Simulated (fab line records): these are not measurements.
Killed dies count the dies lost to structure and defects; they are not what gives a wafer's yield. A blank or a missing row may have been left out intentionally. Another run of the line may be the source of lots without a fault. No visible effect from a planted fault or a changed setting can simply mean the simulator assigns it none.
Chamber matching	flow n5 finfet	N5_HKMG_FIN_ALD_91 on ald metal-04 has 4 sister chambers
The step deposits TiN, target thk 1 nm, pulse time 1 s, purge time 3 s. 8 wafers are shown with their chamber, then 11 later ones without.

== WAFERS, EACH WITH ITS CHAMBER ==
wafer	chamber	heater power outer w (W)	heater power w (W)
L078.2	2	643	957
L078.3	1	577	1061
L079.1	1	575	1070
L081.6	2	637	983
L083.5	3	491	750
L084.1	3	493	744
L084.6	0	541	843
L088.1	0	538	848

== WAFERS MISSING THEIR CHAMBER ==
wafer	heater power outer w (W)	heater power w (W)
L088.3	579	1052
L088.4	636	973
L089.1	499	730
L089.3	570	1040
L089.6	628	962
L093.1	496	772
L093.2	531	852
L093.4	490	738
L097.3	541	846
L097.4	520	853
L097.5	501	737

== CHAMBER TAKEN BY EACH ==
wafer	from the rows above	in truth
L088.3	1	1
L088.4	2	2
L089.1	3	3
L089.3	1	1
L089.6	2	2
L093.1	3	3
L093.2	0	0
L093.4	3	3
L097.3	0	0
L097.4	0	0
L097.5	3	3
Correctly placed: 11 of 11. Can't be placed from these rows: 0. Number placed wrongly: 0.
How it was worked out, from the rows above alone: a wafer's distance from a chamber is the root of the sum, over the readings, of the square of ((its reading less the chamber's mean) divided by the reading's scatter). The wafer belongs to the nearest chamber; if the next one is less than 2 further off, it can't be placed. Each chamber's mean is taken over the wafers shown for it. How the scatter is found: for the shown wafers, subtract from each reading the mean of its chamber, square and add these, divide the total by (wafers less chambers), then take the root.
